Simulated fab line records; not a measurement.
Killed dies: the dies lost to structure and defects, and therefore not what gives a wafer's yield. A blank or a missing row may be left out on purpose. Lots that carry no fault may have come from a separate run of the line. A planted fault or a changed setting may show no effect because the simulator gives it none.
fab line records	flow n5_finfet
[record] lots = 6	wafers = 18	last_day = 19
route steps=1938 shown BEOL_M4@1091 PASSIVATION@1936
lots with no fault: from the same line, run without faults
start_h: hours from the record's opening day to when the first of the lot's shown wafers began	wait_h: how many hours have passed since the lot's step before this one	" as in the row above	L1.1+2: one row covering several wafers at once	- either no value or no given start	* or withheld: withheld	< > ~ a bound
route shown NAME@n: NAME is a module with steps in the file, n the number in the route of the first one	usual: mean and standard deviation over wafers with no fault	same: alike in all rows	chamber/n: place in a boat	sites: each site's reading	_std_site: the standard deviation of these	_edge_site: inner sites' mean taken away from outer sites' mean	radius_mm: for every site, how far away it sits from the centre of the wafer	mask NAME#n: copy n	behind: the most recent tool/chamber to have shaped the wafer	hold: reason for holding the lot/hours on hold/outcome of the hold	device: whichever transistor did not switch (one of n, p or np)	end of line: the same wafers' tests at the end of the route	step lacking rows: just its recipe	killed: count of dies lost to structure and defects at first sort (not the wafer's yield)	map: per-die view of a wafer (x killed, . not killed, _ where there is no die)
set.NAME: the run value of the setting; set.NAME@STEP: its run value at that earlier step	model.NAME: the simulator's own value behind a step, which no gauge read
certain route steps with their lots: each step a table, each wafer a row
services: from which hour (start_h, from the record's first day; less than 0 if before it) a tool's chamber was out of use, for how many hours, and why
[[steps]]
[step N5_BEOL_M4_ANNEAL_87]
[recipe] temp_c = 400	time_s = 240	ambient = vacuum
[step N5_BEOL_M4_SPUTTER_88]
[recipe] material = Cu	target_thk_a = 45	temp_c = -20	chamber_pressure_pa = 0.07	power_w = withheld	time_s = 8.29
[step N5_BEOL_M4_ANNEAL_89]
[recipe] temp_c = 400	time_s = 240	ambient = vacuum
[step N5_BEOL_M4_SPUTTER_90]
[recipe] material = Cu	target_thk_a = 45	temp_c = -20	chamber_pressure_pa = 0.07	power_w = withheld	time_s = 8.29
[step N5_BEOL_M4_ANNEAL_91]
[recipe] temp_c = 400	time_s = 240	ambient = vacuum
[step N5_BEOL_M4_SPUTTER_92]
[recipe] material = Cu	target_thk_a = 45	temp_c = -20	chamber_pressure_pa = 0.07	power_w = withheld	time_s = 8.29
[usual] throttle_valve_pct = 29.8/1.1
lot.wafer	tool	chamber	start_h	wait_h	throttle_valve_pct
L559.1	pvd_sputter-03	-	172.34	0.1	31.1
L559.2	"	-	"	"	30.6
L559.5	"	-	"	"	30.9
L567.3	pvd_sputter-02	-	212.70	0.1	30.3
L567.5	"	-	"	"	28.3
L567.6	"	-	"	"	29.3
L568.1	pvd_sputter-01	-	293.90	0.1	30.1
L568.3	"	-	"	"	31.3
L568.5	"	-	"	"	30.1
L574.4	pvd_sputter-01	-	311.87	0.1	30.1
L574.5	"	-	"	"	31.8
L574.6	"	-	"	"	29.8
L570.4	pvd_sputter-02	-	318.52	0.1	28.8
L570.5	"	-	"	"	29.2
L570.6	"	-	"	"	29.0
L580.2	pvd_sputter-01	-	337.91	0.1	31.2
L580.4	"	-	"	"	30.2
L580.5	"	-	"	"	31.1
[step N5_BEOL_M4_ANNEAL_93]
[recipe] temp_c = 400	time_s = 240	ambient = vacuum
[step N5_BEOL_M4_SPUTTER_94]
[recipe] material = Cu	target_thk_a = 45	temp_c = -20	chamber_pressure_pa = 0.07	power_w = withheld	time_s = 8.29
[usual] throttle_valve_pct = 29.8/1.1
lot.wafer	tool	chamber	start_h	wait_h	throttle_valve_pct
L559.1	pvd_sputter-03	-	172.56	0.1	31.4
L559.2	"	-	"	"	30.8
L559.5	"	-	"	"	30.6
L567.3	pvd_sputter-02	-	212.92	0.1	30.5
L567.5	"	-	"	"	28.3
L567.6	"	-	"	"	29.2
L568.1	pvd_sputter-01	-	294.12	0.1	29.9
L568.3	"	-	"	"	31.1
L568.5	"	-	"	"	30.1
L574.4	pvd_sputter-01	-	312.09	0.1	30.3
L574.5	"	-	"	"	31.3
L574.6	"	-	"	"	30.3
L570.4	pvd_sputter-02	-	318.74	0.1	29.1
L570.5	"	-	"	"	29.2
L570.6	"	-	"	"	28.8
L580.2	pvd_sputter-01	-	338.13	0.1	31.4
L580.4	"	-	"	"	30.1
L580.5	"	-	"	"	31.5
[step N5_BEOL_M4_ANNEAL_95]
[recipe] temp_c = 400	time_s = 240	ambient = vacuum
[step N5_BEOL_M4_SPUTTER_96]
[recipe] material = Cu	target_thk_a = 45	temp_c = -20	chamber_pressure_pa = 0.07	power_w = withheld	time_s = 8.29
[step N5_BEOL_M4_ECD_50]
[recipe] material = Cu	target_thk_a = 3000
[step N5_BEOL_M4_ANNEAL_51]
[recipe] temp_c = 225	time_s = 90	ambient = N2
[usual] wafer_temp_C_max = 226.14/0.27
lot.wafer	tool	chamber	start_h	wait_h	wafer_temp_C_max
L559.1	rtp_anneal-02	0	172.98	0.1	225.99
L559.2	"	0	"	"	226.19
L559.5	"	0	"	"	226.37
L567.3	rtp_anneal-02	0	213.43	0.1	226.02
L567.5	"	0	"	"	225.61
L567.6	"	0	"	"	225.93
L568.1	rtp_anneal-01	0	294.53	0.1	225.94
L568.3	"	0	"	"	225.90
L568.5	"	0	"	"	226.12
L574.4	rtp_anneal-02	0	312.64	0.2	226.11
L574.5	"	0	"	"	226.55
L574.6	"	0	"	"	226.22
L570.4	rtp_anneal-01	0	319.29	0.2	226.09
L570.5	"	0	"	"	226.03
L570.6	"	0	"	"	226.38
L580.2	rtp_anneal-01	0	338.59	0.1	226.17
L580.4	"	0	"	"	226.06
L580.5	"	0	"	"	226.29
[step N5_BEOL_M4_CMP_52]
[recipe] stop_on = SiOC	t_overpolish_s = 6.8	down_force_psi = 1	platen_rpm = 50	clearing_platen_down_force_psi = 1.5	clearing_platen_rpm = 50	post_cmp_clean = cu_alkaline	target_thk_nm = 40	clearing_platen_pad_velocity_m_s = 0.99484	pad_velocity_m_s = 0.99484
[usual] barrier_field_endpoint_s = 24.6/0.57	motor_current_A = 6.0/0.66	overpolish_run_s = 6.799/0.009	slurry_filter_dp_kPa = 13.50/0.15	time_to_endpoint_s = 62.6/2.9
[same] t_overpolish_s = 6.8
lot.wafer	tool	chamber	start_h	wait_h	barrier_field_endpoint_s	motor_current_A	overpolish_run_s	slurry_filter_dp_kPa	time_to_endpoint_s
L559.2	cmp-04	2	173.27	0.2	25.5	7.0	6.815	13.47	69.2
L559.1	"	0	"	"	24.2	5.3	6.823	14.00	60.2
L559.5	"	2	"	"	26.7	7.0	6.808	13.68	68.1
L567.3	cmp-03	3	213.64	0.2	24.9	6.2	6.803	13.59	62.9
L567.6	"	3	"	"	25.7	6.5	6.793	13.61	62.9
L567.5	"	0	"	"	24.9	5.8	6.784	13.80	62.7
L568.1	cmp-04	2	294.83	0.3	25.0	7.3	6.788	13.84	66.6
L568.3	"	3	"	"	24.4	5.5	6.798	13.45	63.6
L568.5	"	3	"	"	24.5	5.3	6.818	13.55	62.0
L574.4	cmp-03	0	312.87	0.2	25.7	5.5	6.801	13.35	67.7
L574.6	"	2	"	"	25.3	6.9	6.813	13.36	65.8
L574.5	"	3	"	"	25.6	6.5	6.805	13.47	68.6
L570.4	cmp-04	0	319.53	0.2	24.2	5.5	6.802	13.74	62.8
L570.6	"	2	"	"	24.8	7.0	6.803	13.41	66.0
L570.5	"	3	"	"	24.0	5.5	6.780	13.50	61.6
L580.2	cmp-02	0	339.51	0.9	23.7	4.9	6.783	13.28	55.6
L580.4	"	1	"	"	24.6	5.2	6.800	13.56	60.3
L580.5	"	0	"	"	24.6	5.0	6.801	13.82	57.3
[step N5_BEOL_M4_PRE_CLEAN_60]
[recipe] gas = NH3/H2	time_s = 15	temp_c = *	rf_power_w = 300
[usual] heater_power_w = 75/15
lot.wafer	tool	chamber	start_h	wait_h	heater_power_w
L559.1	cvd_co-01	0	173.60	0.0	56
L559.2	"	1	"	"	78
L559.5	"	1	"	"	82
L567.3	cvd_co-01	1	213.97	0.0	79
L567.5	"	1	"	"	77
L567.6	"	2	"	"	66
L568.1	cvd_co-01	0	295.18	0.1	60
L568.3	"	1	"	"	79
L568.5	"	0	"	"	57
L574.4	cvd_co-01	2	313.15	0.1	64
L574.5	"	0	"	"	58
L574.6	"	1	"	"	78
L570.4	cvd_co-02	1	319.81	0.1	93
L570.5	"	2	"	"	63
L570.6	"	0	"	"	95
L580.2	cvd_co-01	2	340.35	0.5	65
L580.4	"	0	"	"	57
L580.5	"	2	"	"	66
[step N5_BEOL_M4_CO_CAP_55]
[recipe] material = Co	target_thk_a = 20	temp_c = 200	precursor = CCTBA/H2	pressure_torr = 30	time_s = 102.1
[step N5_BEOL_M4_PRE_CLEAN_56]
[recipe] gas = NH3	time_s = 15	temp_c = withheld	rf_power_w = 300
[step N5_BEOL_M4_DEP_57]
[recipe] material = SiCN	target_thk_a = 80	temp_c = withheld	precursor = 3MS/NH3	pressure_torr = 3	rf_w = 202	time_s = 14
[usual] showerhead_plenum_p_Torr = 3.663/0.016	throttle_valve_pct = 9.2/0.46
lot.wafer	tool	chamber	start_h	wait_h	showerhead_plenum_p_Torr	throttle_valve_pct
L559.1	pecvd-04	0	173.76	0.0	3.679	9.5
L559.2	"	1	"	"	3.673	9.0
L559.5	"	2	"	"	3.658	9.0
L567.3	pecvd-01	2	214.15	0.0	3.635	8.2
L567.5	"	1	"	"	3.669	9.4
L567.6	"	2	"	"	3.639	8.7
L568.1	pecvd-01	2	295.34	0.0	3.637	8.9
L568.3	"	1	"	"	3.665	9.5
L568.5	"	1	"	"	3.661	9.1
L574.4	pecvd-01	2	313.30	0.0	3.638	8.8
L574.5	"	1	"	"	3.672	9.2
L574.6	"	0	"	"	3.688	10.1
L570.4	pecvd-02	1	319.96	0.0	3.662	9.4
L570.5	"	0	"	"	3.651	9.4
L570.6	"	2	"	"	3.646	9.2
L580.2	pecvd-02	0	340.56	0.0	3.659	9.4
L580.4	"	1	"	"	3.652	9.3
L580.5	"	2	"	"	3.652	9.2
[step N5_BEOL_M4_INSPECT_59]
[recipe] inspect_instrument = darkfield	mode = post_dep
[usual] raw_defect_count = 68/19
lot.wafer	tool	chamber	start_h	wait_h	raw_defect_count
L559.1	defect_inspect-02	-	173.85	0.0	68
L559.2	"	-	"	"	74
L559.5	"	-	"	"	59
L567.3	defect_inspect-01	-	214.25	0.0	76
L567.5	"	-	"	"	83
L567.6	"	-	"	"	45
L568.1	defect_inspect-01	-	295.43	0.0	284
L568.3	"	-	"	"	62
L568.5	"	-	"	"	32
L574.4	defect_inspect-01	-	313.38	0.0	86
L574.5	"	-	"	"	52
L574.6	"	-	"	"	79
L570.4	defect_inspect-02	-	320.04	0.0	100
L570.5	"	-	"	"	89
L570.6	"	-	"	"	337
L580.2	defect_inspect-02	-	340.65	0.0	68
L580.4	"	-	"	"	78
L580.5	"	-	"	"	62
[step N5_PASSIVATION_PROBE_49]
[usual] defect_limited_yield = 91.0/1.5	killed_at_M0_to_M3 = 32/9.6	killed_at_M4_up = 13/4.7	killed_at_contacts = 13/7.2	killed_at_front_end = 44/13	killed_at_other = 4/3.4	killed_dies = 106/18	killed_on_rim = 14/4.2	killed_open = 70/13	killed_short = 35/8	sort_bin_5_function = 5.3/0.97	sort_bin_6_memory = 3.4/0.73	sort_n_pass = 1074/18	sort_yield_pct = 91.0/1.5
[same] gross_dies = 1180	killed_at_back_side = 0	sort_bin_4_leakage[%] = 0	sort_bin_8_speed[%] = 0
lot.wafer	tool	chamber	start_h	wait_h	defect_limited_yield[%]	killed_at_M0_to_M3	killed_at_M4_up	killed_at_contacts	killed_at_front_end	killed_at_other	killed_dies	killed_on_rim	killed_open	killed_short	sort_bin_5_function[%]	sort_bin_6_memory[%]	sort_n_pass	sort_yield_pct[%]
L568.1	prober-01	-	402.40	0.0	73.9	43	201	5	58	1	308	35	78	38	16.0	8.6	872	73.9
L574.4	prober-01	-	425.23	0.2	91.9	37	12	10	34	2	95	9	59	35	4.3	3.6	1085	91.9
L574.5	prober-01	-	425.28	0.2	91.8	33	11	14	38	1	97	15	63	34	5.1	3.0	1083	91.8
L574.6	prober-01	-	425.33	0.3	90.9	30	18	6	47	6	107	16	67	39	5.4	3.1	1073	90.9
L570.6	prober-01	-	442.52	0.3	73.7	28	232	8	39	3	310	40	61	28	16.6	8.6	870	73.7
// killed by level:class
L568.1 BEOL_M4:unspecified=189 FIN_SAQP:geometric_particle:open=18 BEOL_M0_SAQP:geometric_particle:open=14 STI_FIN_REVEAL:geometric_particle:open=12 BEOL_M0_SAQP:geometric_particle:short=12 DUMMY_GATE:geometric_particle:open=7 FIN_SAQP:geometric_particle:short=5 MOL_CONTACT_COAG:geometric_particle:open=4
L574.4 FIN_SAQP:geometric_particle:short=8 BEOL_M0_SAQP:geometric_particle:open=8 MOL_CONTACT_COAG:geometric_particle:open=7 BEOL_M0_SAQP:geometric_particle:short=7 BEOL_M1:geometric_particle:open=6 BEOL_M2:geometric_particle:open=6 BEOL_M4:geometric_particle:open=6 FIN_SAQP:geometric_particle:open=4
L574.5 STI_FIN_REVEAL:geometric_particle:open=13 MOL_CONTACT_COAG:geometric_particle:open=11 BEOL_M2:geometric_particle:open=10 BEOL_M0_SAQP:geometric_particle:short=5 BEOL_M0_SAQP:geometric_particle:open=4 BEOL_M3:geometric_particle:open=4 FIN_SAQP:geometric_particle:short=3 ILD0:geometric_particle:short=3
L574.6 STI_FIN_REVEAL:geometric_particle:open=12 FIN_SAQP:geometric_particle:short=6 BEOL_M1:geometric_particle:open=6 GATE_CUT:geometric_particle:short=5 MOL_CONTACT_COAG:geometric_particle:open=5 BEOL_M4:geometric_particle:open=5 BEOL_M0_SAQP:geometric_particle:open=4 GATE_CUT:geometric_particle:open=4
L570.6 BEOL_M4:unspecified=221 STI_FIN_REVEAL:geometric_particle:open=9 FIN_SAQP:geometric_particle:short=8 BEOL_M1:geometric_particle:open=8 MOL_CONTACT_COAG:geometric_particle:open=7 FIN_SAQP:geometric_particle:open=6 BEOL_M0_SAQP:geometric_particle:open=6 DUMMY_GATE:geometric_particle:open=4
// map L568.1 (x killed, . not)
_________________..x..x......________________
______________x....x.x....xxx..._____________
___________......xx......x..xx..x..__________
__________.xxx.x....x......xxxx....x_________
________x....xx..x......x..x.....x...._______
_______.......x..x.....x.x.xx........x.______
______x.x...x..x..x..x........xx..x.x..._____
_____......x.x........x..x.x.xx.......x..____
____...............xx......x........x.....___
___..x.....x..................x..x.........__
___.x.x....x...xx..x.......xx............x.__
__........x.xx.x..x.....x.x.x...x...xx..x..x_
__..............x.....x..x.x...x..xxx...xx.x_
_xx....x..xx.x...x.........xx..x.x..x....x...
_.....xx.xx.....x...x...x...x...xx.x..x......
_.x..x...x.x.xx.xxxxx..x....x............x...
_x....x..x....x.x..x...x.x.x....x..xxx......x
_x...x.x...x...........x..........x..xx.xx.xx
_.x..x.x.x........xx......x.x....x...x.x.x.x.
_....x.......xxx...x....x.....x....xx.xx..x..
_.x..xx.x.xx......x.x...x.xx.x.x......xxx....
__....x..x...x...........x..x..x..xxx..x...._
__..x.x...x..x...x.xxx.....x...x.x..x.x..xx._
___....x.xxxx.xx..x..x........xx..........x__
___..xx.x...x..x..x..xx........xxx.....x.x.__
____.....x...x..x..x....x..x...x..x..x..x.___
_____...x..........x..x.......x.........x____
______x....x...........xx..x........x..x_____
_______xx..........x...............x...______
________.x......x.x.xxx..xx....xx.x..._______
__________..x.x...x.x........x.x.x.._________
___________....x.......x....x.xx...__________
______________.x......x.......x._____________
_________________...x...xx...________________
// map L570.6 (x killed, . not)
_________________.....x.xx..x________________
______________x..........x...xxx_____________
___________xx.........x...x..x.....__________
__________...x......xx.........xx.x._________
________........x.x...x....x.xx...x.xx_______
_______...x........x........xx...x.....______
______..xx.xx......x.x.x..xxxx.x.......x_____
_____..x....x.x....x...xx...x.x.xx......x____
____.....x..x.x....x.x......x.x......xxxx.___
___...............x....x......xxx.x.x.x....__
___...x...xx..............x.....x....x.....__
__x...x.....xxx.x.xx.xxxx..xx....x..x....x.._
__......x..xx....xxxx.x.x.x..x.x...x.xx.x..._
_xxxx..xx..x..x.x.....x.x....xx.x....x.x.x.x.
_..x..xx.xxx..x.....x.........x...x....x.xxxx
_x....................x....x.......x..x.x....
_.......xx....x..x...x.xx.x..xx..xx.x.xx.....
_..x..xx...x.x....xx..x......x..........xx..x
_.xx............xx...xxx.....x......x...x.x..
_..x.....x....x..x..x.....x...x........xx....
_......x.x........xx......x......x....x...x..
__......xx.x....x...x.x........x....x..x.x.._
__.x.....x.xx.....x..x..xxx..xx..........x.._
___.....x..........x...........x...........__
___x...x.......x....x..x..x.......x.......x__
____..xx...x....x.x..xx..x.xx.x....x.....x___
_____..x.......xx...x..x..x...x.......x..____
______xx.....x..x..x..x.x...x......x...._____
_______...x....xxxx....xx......xx......______
________.....x...x...x.x.....xx......._______
__________.x............x..x..x..xx._________
___________..xxx......x.....xx.x...__________
______________..x..x...x.x...x.x_____________
_________________....x...x.x.________________
[[services]]
tool	chamber	start_h	hours	kind
cmp-03	-	153.60	5.6	pm
pecvd-02	-	153.90	0.6	repair
pecvd-01	-	157.17	2.1	repair
cvd_co-01	-	177.96	0.5	repair
cmp-04	-	179.71	17.3	pm
cvd_co-02	-	180.74	0.7	repair
pecvd-02	-	191.55	2.8	pm
cmp-02	-	192.55	0.3	repair
cmp-04	-	208.65	19.4	repair
cvd_co-01	0	228.17	7.7	repair
cmp-02	-	234.08	4.0	pm
cmp-03	-	254.31	4.0	pm
cmp-04	-	259.59	4.0	pm
pvd_sputter-01	-	273.00	6.9	repair
cmp-02	-	278.02	5.3	pm
cmp-03	-	282.78	8.0	pm
cmp-04	-	286.28	2.3	repair
cmp-03	-	297.70	4.0	repair
pecvd-04	2	301.30	3.7	repair
pvd_sputter-01	-	303.61	2.6	repair
cmp-02	-	304.89	2.2	repair
pecvd-01	2	319.35	3.9	repair
cvd_co-01	-	323.24	2.8	repair
cmp-02	-	329.54	0.5	repair
[[key]]
[first_sign] step = N5_BEOL_M4_INSPECT_59	reading = raw_defect_count	direction = up	sigmas = 13	usual = 68	struck = 310
[effect] step = N5_PASSIVATION_PROBE_49	reading = killed_at_M4_up	direction = up	sigmas = 43	usual = 13	struck = 216
[more_kills_born_at] N5_BEOL_M4_CMP_52@cmp-04 = 410
met_at N5_BEOL_M4_CMP_52
struck_wafers L568.1,L570.6
onset_between 173.27 294.83
[fault] kind = chamber_particle_source	tool = cmp-04	chamber = 2	onset_h = 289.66	steps = N5_BEOL_M4_CMP_52	rate_per_visit_cm2 = 0.37897	end_h = 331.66
